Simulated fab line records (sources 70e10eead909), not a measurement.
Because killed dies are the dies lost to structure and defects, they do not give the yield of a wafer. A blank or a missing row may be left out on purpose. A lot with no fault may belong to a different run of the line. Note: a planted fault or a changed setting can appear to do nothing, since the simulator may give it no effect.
fab line records -- flow nand_harc
record lots=13, wafers=39, last_day=32
route steps=1302 shown P_M2@341 THIN_TSV@1263 END@1302
lots that met no fault: from a run of the same line without faults
start_h: hours from the record's opening day to when the first of the lot's shown wafers began -- wait_h: hours from the lot's prior step to this one -- " same as the row above -- L1.1+2: one row covering several wafers at once -- - either no value or no given start -- * or withheld: withheld -- < > ~ a bound
route shown NAME@n: names a module that has steps shown in the file, with the first one's number in the route -- usual: mean/standard deviation taken from wafers without a fault -- same: alike in all rows -- chamber/n: place in a boat -- sites: readings site by site -- _std_site: standard deviation across them -- _edge_site: the outer-site mean with the inner-site mean subtracted -- radius_mm: how far each site lies from the wafer's centre -- mask NAME#n: copy n -- behind: the tool/chamber that last shaped the wafer -- hold: what put the lot on hold/how long, in hours/how the hold closed -- device: whichever transistor did not switch (one of n, p or np) -- end of line: the tests these same wafers got at the end of their route -- a step with no rows: only its recipe -- killed: at the first sort, the dies lost to defects and structure; wafer yield is something else -- map: dies across one wafer; x = killed, . = not, _ = none there
set.NAME: the setting as run; set.NAME@STEP: as run at that earlier step -- model.NAME: the simulator's own value behind a step, which no gauge read
one table for each step of the route and one row for each wafer, over a sample of lots
services: a tool's chamber out of use, with start hour (start_h, from the record's first day; less than 0 if before it), hours out, and reason
## steps
# step NHARC_P_M2_PVD_21
# recipe target_thk_a=300, chamber_pressure_pa=5, power_w=5000, substrate_temp_c=30, time_s=20.49, material=Cu
# usual throttle_valve_pct=29.9/0.93
lot.wafer,tool,chamber,start_h,wait_h,throttle_valve_pct
L839.3,pvd_sputter-01,-,129.34,-,30.0
L839.5,pvd_sputter-01,-,129.34,-,30.0
L839.6,pvd_sputter-01,-,129.34,-,30.3
L841.2,pvd_sputter-01,-,150.34,-,30.1
L841.5,pvd_sputter-01,-,150.34,-,30.3
L841.6,pvd_sputter-01,-,150.34,-,30.4
L842.2,pvd_sputter-02,-,161.69,-,29.5
L842.3,pvd_sputter-02,-,161.69,-,28.2
L842.5,pvd_sputter-02,-,161.69,-,30.8
L843.1,pvd_sputter-01,-,173.50,-,30.3
L843.6,pvd_sputter-01,-,173.50,-,29.8
L843.5,pvd_sputter-01,-,173.50,-,29.8
L844.1,pvd_sputter-01,-,185.56,-,30.2
L844.6,pvd_sputter-01,-,185.56,-,29.9
L844.5,pvd_sputter-01,-,185.56,-,30.5
L845.3,pvd_sputter-03,-,199.16,-,30.9
L845.2,pvd_sputter-03,-,199.16,-,31.0
L845.5,pvd_sputter-03,-,199.16,-,29.7
L846.2,pvd_sputter-01,-,199.66,-,30.4
L846.4,pvd_sputter-01,-,199.66,-,29.8
L846.3,pvd_sputter-01,-,199.66,-,29.7
L848.2,pvd_sputter-03,-,223.64,-,29.8
L848.1,pvd_sputter-03,-,223.64,-,29.2
L848.3,pvd_sputter-03,-,223.64,-,31.1
L849.1,pvd_sputter-02,-,229.60,-,29.4
L849.2,pvd_sputter-02,-,229.60,-,29.3
L849.6,pvd_sputter-02,-,229.60,-,29.5
L850.3,pvd_sputter-02,-,244.52,-,29.5
L850.2,pvd_sputter-02,-,244.52,-,28.0
L850.6,pvd_sputter-02,-,244.52,-,30.6
L852.1,pvd_sputter-01,-,265.22,-,30.2
L852.3,pvd_sputter-01,-,265.22,-,31.1
L852.6,pvd_sputter-01,-,265.22,-,29.8
L854.2,pvd_sputter-01,-,280.38,-,29.9
L854.5,pvd_sputter-01,-,280.38,-,29.7
L854.6,pvd_sputter-01,-,280.38,-,30.3
L856.4,pvd_sputter-01,-,297.93,-,31.0
L856.2,pvd_sputter-01,-,297.93,-,30.3
L856.6,pvd_sputter-01,-,297.93,-,29.8
# step NHARC_THIN_TSV_ETCH_15
# recipe target_depth_a=30000, bosch_target_overetch_cycles=2, bosch_etch_step_s=2.8, bosch_dep_step_s=1.2, bosch_cycles=14
# usual drypump_motor_current_A=5.7/0.46
# same bosch_etch_step_s=2.8
lot.wafer,tool,chamber,start_h,wait_h,drypump_motor_current_A,rf_hours_counter_h
L839.3,rie_si-01,2,556.30,-,6.6,0
L839.6,rie_si-01,3,556.30,-,5.4,-
L839.5,rie_si-01,0,556.30,-,5.8,-
L841.2,rie_si-02,2,564.92,-,5.9,0.7
L841.5,rie_si-02,3,564.92,-,5.1,-
L841.6,rie_si-02,0,564.92,-,5.5,-
L843.1,rie_si-06,0,566.12,-,5.5,0.7
L843.6,rie_si-06,1,566.12,-,5.1,-
L843.5,rie_si-06,2,566.12,-,6.2,-
L842.2,rie_si-06,3,577.19,-,5.9,0.8
L842.3,rie_si-06,2,577.19,-,6.2,0.8
L842.5,rie_si-06,0,577.19,-,5.5,-
L845.3,rie_si-01,0,610.37,-,5.8,0.3
L845.2,rie_si-01,1,610.37,-,5.0,0.3
L845.5,rie_si-01,3,610.37,-,5.4,-
L844.1,rie_si-02,0,611.79,-,5.4,1.0
L844.6,rie_si-02,3,611.79,-,5.1,-
L844.5,rie_si-02,0,611.79,-,5.5,-
L846.3,rie_si-01,2,614.77,-,6.6,0.3
L846.2,rie_si-01,3,614.77,-,5.4,0.3
L846.4,rie_si-01,0,614.77,-,5.8,0.3
L849.1,rie_si-02,0,647.88,-,5.5,0.0
L849.2,rie_si-02,2,647.88,-,5.9,0.1
L849.6,rie_si-02,0,647.88,-,5.5,-
L848.2,rie_si-01,0,649.21,-,5.7,0.5
L848.1,rie_si-01,2,649.21,-,6.7,0.7
L848.3,rie_si-01,3,649.21,-,5.4,0.6
L850.2,rie_si-01,1,666.47,-,5.0,0.7
L850.3,rie_si-01,2,666.47,-,6.6,0.8
L850.6,rie_si-01,1,666.47,-,4.9,-
L852.1,rie_si-06,1,678.70,-,5.1,0.3
L852.3,rie_si-06,2,678.70,-,6.2,0.2
L852.6,rie_si-06,3,678.70,-,6.0,-
L854.2,rie_si-06,2,692.65,-,6.2,0.3
L854.6,rie_si-06,2,692.65,-,6.2,-
L856.4,rie_si-01,0,753.75,-,5.8,0.1
L856.2,rie_si-01,2,753.75,-,6.6,0.1
# step NHARC_THIN_TSV_STRIP_45
# recipe power_w=1500, temp_c=250, chemistry=O2
# usual drypump_motor_current_A=5.9/0.43, heater_power_w=341/25
lot.wafer,tool,chamber,start_h,wait_h,drypump_motor_current_A,heater_power_w,rf_hours_counter_h
L839.3,plasma_asher-02,0,556.57,0.2,5.9,301,-
L839.6,plasma_asher-02,0,556.57,0.2,5.9,304,-
L839.5,plasma_asher-02,1,556.57,0.2,6.2,362,-
L841.2,plasma_asher-02,0,565.10,0.1,5.9,297,25
L841.5,plasma_asher-02,0,565.10,0.1,5.9,301,-
L841.6,plasma_asher-02,1,565.10,0.1,6.2,359,-
L843.1,plasma_asher-02,1,566.35,0.1,6.2,350,26
L843.5,plasma_asher-02,0,566.35,0.1,5.9,305,-
L843.6,plasma_asher-02,1,566.35,0.1,6.2,346,-
L842.2,plasma_asher-02,1,577.42,0.1,6.3,355,29
L842.3,plasma_asher-02,0,577.42,0.1,5.9,310,-
L842.5,plasma_asher-02,1,577.42,0.1,6.3,365,-
L845.2,plasma_asher-01,1,610.56,0.1,5.3,363,17
L845.3,plasma_asher-01,0,610.56,0.1,6.4,349,-
L845.5,plasma_asher-01,1,610.56,0.1,5.3,370,-
L844.1,plasma_asher-01,0,611.99,0.1,6.3,354,18
L844.5,plasma_asher-01,0,611.99,0.1,6.3,336,-
L844.6,plasma_asher-01,1,611.99,0.1,5.3,367,-
L846.2,plasma_asher-01,1,615.14,0.2,5.3,365,19
L846.4,plasma_asher-01,1,615.14,0.2,5.3,362,-
L846.3,plasma_asher-01,0,615.14,0.2,6.3,340,-
L849.1,plasma_asher-01,1,648.08,0.1,5.3,355,25
L849.2,plasma_asher-01,0,648.08,0.1,6.3,339,25
L849.6,plasma_asher-01,1,648.08,0.1,5.3,362,-
L848.1,plasma_asher-02,1,649.43,0.1,6.3,346,7
L848.2,plasma_asher-02,0,649.43,0.1,5.9,294,7
L848.3,plasma_asher-02,0,649.43,0.1,5.9,295,-
L850.2,plasma_asher-01,1,666.67,0.1,5.3,374,30
L850.3,plasma_asher-01,1,666.67,0.1,5.3,359,-
L850.6,plasma_asher-01,1,666.67,0.1,5.3,345,-
L852.1,plasma_asher-01,0,678.90,0.1,6.3,336,33
L852.3,plasma_asher-01,0,678.90,0.1,6.3,345,-
L852.6,plasma_asher-01,1,678.90,0.1,5.3,370,-
L854.2,plasma_asher-02,1,692.90,0.1,6.3,359,17
L854.6,plasma_asher-02,1,692.90,0.1,6.3,356,-
L856.2,plasma_asher-01,0,754.00,0.1,6.4,362,8
L856.4,plasma_asher-01,0,754.00,0.1,6.4,362,-
# step NHARC_THIN_TSV_INSPECT_40
# usual raw_defect_count=552/96
lot.wafer,tool,chamber,start_h,wait_h,raw_defect_count
L839.3,defect_inspect-02,-,567.39,0.4,616
L839.5,defect_inspect-02,-,567.39,0.4,600
L839.6,defect_inspect-02,-,567.39,0.4,534
L841.2,defect_inspect-01,-,578.44,0.4,890
L841.5,defect_inspect-01,-,578.44,0.4,538
L841.6,defect_inspect-01,-,578.44,0.4,569
L843.1,defect_inspect-02,-,578.45,0.4,597
L843.5,defect_inspect-02,-,578.45,0.4,433
L843.6,defect_inspect-02,-,578.45,0.4,436
L842.2,defect_inspect-02,-,589.18,0.4,663
L842.3,defect_inspect-02,-,589.18,0.4,708
L842.5,defect_inspect-02,-,589.18,0.4,681
L844.1,defect_inspect-01,-,621.40,0.4,567
L844.5,defect_inspect-01,-,621.40,0.4,588
L844.6,defect_inspect-01,-,621.40,0.4,527
L845.2,defect_inspect-02,-,621.40,0.4,653
L845.3,defect_inspect-02,-,621.40,0.4,631
L845.5,defect_inspect-02,-,621.40,0.4,704
L846.2,defect_inspect-02,-,626.43,0.4,587
L846.3,defect_inspect-02,-,626.43,0.4,569
L846.4,defect_inspect-02,-,626.43,0.4,510
L849.1,defect_inspect-02,-,657.80,0.4,409
L849.2,defect_inspect-02,-,657.80,0.4,593
L849.6,defect_inspect-02,-,657.80,0.4,435
L848.1,defect_inspect-01,-,657.81,0.4,444
L848.2,defect_inspect-01,-,657.81,0.4,417
L848.3,defect_inspect-01,-,657.81,0.4,632
L850.2,defect_inspect-02,-,678.39,0.4,653
L850.3,defect_inspect-02,-,678.39,0.4,666
L850.6,defect_inspect-02,-,678.39,0.4,546
L852.1,defect_inspect-01,-,689.89,0.4,511
L852.3,defect_inspect-01,-,689.89,0.4,507
L852.6,defect_inspect-01,-,689.89,0.4,467
L854.2,defect_inspect-02,-,704.75,0.4,503
L854.6,defect_inspect-02,-,704.75,0.4,473
L856.2,defect_inspect-02,-,763.54,0.4,650
L856.4,defect_inspect-02,-,763.54,0.4,512
# step NHARC_END_SORT_01
# recipe temp_c=25
# usual defect_limited_yield=91/3.5, killed_at_array=59/24, killed_at_other=0.7/1.2, killed_at_periphery=3.5/2.6, killed_dies=63/24, killed_open=3.2/2.1, killed_short=2.4/1.5
# same gross_dies=677
lot.wafer,tool,chamber,start_h,wait_h,defect_limited_yield[%],killed_at_array,killed_at_other,killed_at_periphery,killed_dies,killed_open,killed_short
L850.2,prober-02,0,682.22,2.8,93,42,0,3,45,5,0
L850.3,prober-02,0,683.02,3.1,93,44,0,1,45,3,1
L854.2,prober-01,0,708.65,2.8,91,53,0,5,58,2,3
L854.5,prober-01,0,711.08,3.7,0,52,1,624,677,5,3
L854.6,prober-01,0,711.88,4.0,92,46,2,7,55,4,3
L856.2,prober-01,0,767.38,2.8,95,30,1,5,36,8,1
L856.4,prober-01,0,768.97,3.4,93,43,0,2,45,1,2
L856.6,prober-01,0,770.57,4.0,0,41,1,635,677,4,2
# killed by level:class
L850.2 A_SLIT:chamber_film_flake=29 A_CHANNEL_HOLE_D1:chamber_film_flake=4 A_DECK1_JOINT:chamber_film_flake=3 P_GATE:geometric_particle:open=1 A_SOURCE_PLATE:geometric_particle:open=1 A_DECK1_JOINT:geometric_particle:open=1 A_ONON_D2:geometric_particle:open=1 A_M1:geometric_particle:open=1
L850.3 A_SLIT:chamber_film_flake=26 A_CHANNEL_HOLE_D1:chamber_film_flake=7 A_STAIRCASE:chamber_film_flake=3 A_CONTACT:chamber_film_flake=2 A_ONON_D2:geometric_particle:open=1 A_WL_FILL:geometric_particle:open=1 A_M0:geometric_particle:open=1 A_M1:geometric_particle:short=1
L854.2 A_CHANNEL_HOLE_D2:chamber_film_flake=19 A_CHANNEL_HOLE_D1:chamber_film_flake=11 A_CONTACT:chamber_film_flake=10 P_GATE:chamber_film_flake=4 A_SLIT:chamber_film_flake=4 A_DECK1_JOINT:chamber_film_flake=2 P_M1:geometric_particle:short=1 A_ONON_D1:geometric_particle:short=1
L854.5 P_M2:area_pvd=620 A_CHANNEL_HOLE_D2:chamber_film_flake=25 A_CONTACT:chamber_film_flake=12 A_CHANNEL_HOLE_D1:chamber_film_flake=6 P_GATE:geometric_particle:short=1 A_SOURCE_PLATE:geometric_particle:open=1 A_CHANNEL_HOLE_D1:geometric_particle:short=1 A_CHANNEL_FILL_D1:geometric_particle:open=1
L854.6 A_CHANNEL_HOLE_D2:chamber_film_flake=17 A_CONTACT:chamber_film_flake=13 A_SLIT:chamber_film_flake=5 A_CHANNEL_HOLE_D1:chamber_film_flake=3 A_CHANNEL_HOLE_D1:geometric_particle:open=2 P_STI:chamber_film_flake=2 A_STAIRCASE:chamber_film_flake=2 HYBRID_BOND:chamber_film_flake=2
L856.2 A_SGD_CUT:chamber_film_flake=7 A_CHANNEL_HOLE_D1:chamber_film_flake=5 A_STAIRCASE:chamber_film_flake=5 P_GATE:chamber_film_flake=3 A_SLIT:chamber_film_flake=3 A_ONON_D2:geometric_particle:open=2 A_M0:geometric_particle:open=2 A_WL_FILL:chamber_film_flake=2
L856.4 A_CHANNEL_HOLE_D1:chamber_film_flake=14 A_SLIT:chamber_film_flake=9 A_STAIRCASE:chamber_film_flake=8 A_SGD_CUT:chamber_film_flake=3 A_CONTACT:chamber_film_flake=2 A_CHANNEL_HOLE_D1:geometric_particle:open=1 A_ONON_D2:geometric_particle:short=1 A_WL_FILL:geometric_particle:short=1
L856.6 P_M2:area_pvd=632 A_CHANNEL_HOLE_D1:chamber_film_flake=11 A_STAIRCASE:chamber_film_flake=9 A_SLIT:chamber_film_flake=5 A_SGD_CUT:chamber_film_flake=3 A_WL_FILL:chamber_film_flake=3 A_CHANNEL_FILL_D1:chamber_film_flake=2 P_CONTACT:geometric_particle:short=1
## services
tool,chamber,start_h,hours,kind
rie_si-01,1,142.04,1.9,repair
rie_si-01,0,152.38,1.4,repair
pvd_sputter-01,-,158.82,4.2,repair
plasma_asher-01,-,165.00,9.0,pm
rie_si-01,-,193.00,9.0,pm
pvd_sputter-01,-,228.92,10.0,pm
rie_si-01,-,234.41,0.3,repair
plasma_asher-02,-,249.24,9.0,pm
pvd_sputter-01,-,320.58,4.4,repair
plasma_asher-01,-,342.00,9.0,pm
rie_si-01,-,370.00,9.0,pm
pvd_sputter-01,-,406.92,10.0,pm
plasma_asher-02,-,426.24,9.0,pm
plasma_asher-02,-,463.46,1.7,repair
rie_si-01,-,488.25,0.5,repair
pvd_sputter-01,-,493.28,0.7,repair
pvd_sputter-01,-,500.14,2.6,repair
plasma_asher-02,-,509.83,4.7,repair
plasma_asher-01,-,519.00,9.0,pm
pvd_sputter-01,-,519.74,4.8,repair
rie_si-01,-,547.00,9.0,pm
pvd_sputter-01,-,584.92,10.0,pm
pvd_sputter-01,-,695.70,0.7,repair
plasma_asher-01,-,696.00,9.0,pm
## key
first_sign step=NHARC_END_SORT_01, reading=killed_at_periphery, direction=up, sigmas=99+, usual=3.5, struck=629.5
effect step=NHARC_END_SORT_01, reading=defect_limited_yield, direction=down, sigmas=26, usual=91, struck=0
more_kills_born_at NHARC_P_M2_PVD_21@pvd_sputter-01=1252
met_at NHARC_P_M2_PVD_21
struck_lots L854,L856
struck_wafers L854.5,L856.6
later_rows_left_out L854.5,L856.6
not_acting_at NHARC_THIN_TSV_ETCH_15,NHARC_THIN_TSV_STRIP_45,NHARC_THIN_TSV_INSPECT_40
onset_between 265.22 280.38
fault kind=process_parameter_drift, tool=pvd_sputter-01, chamber=-, onset_h=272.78, steps=NHARC_P_M2_PVD_21, channel=target_thk_a, offset=*, shape=step, end_h=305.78, acts_in=*, stated=*, scope=struck_wafers_only
# later_rows_left_out: the simulator's readings of these wafers behind a module that went badly wrong aren't trusted and aren't shown, but for the sort
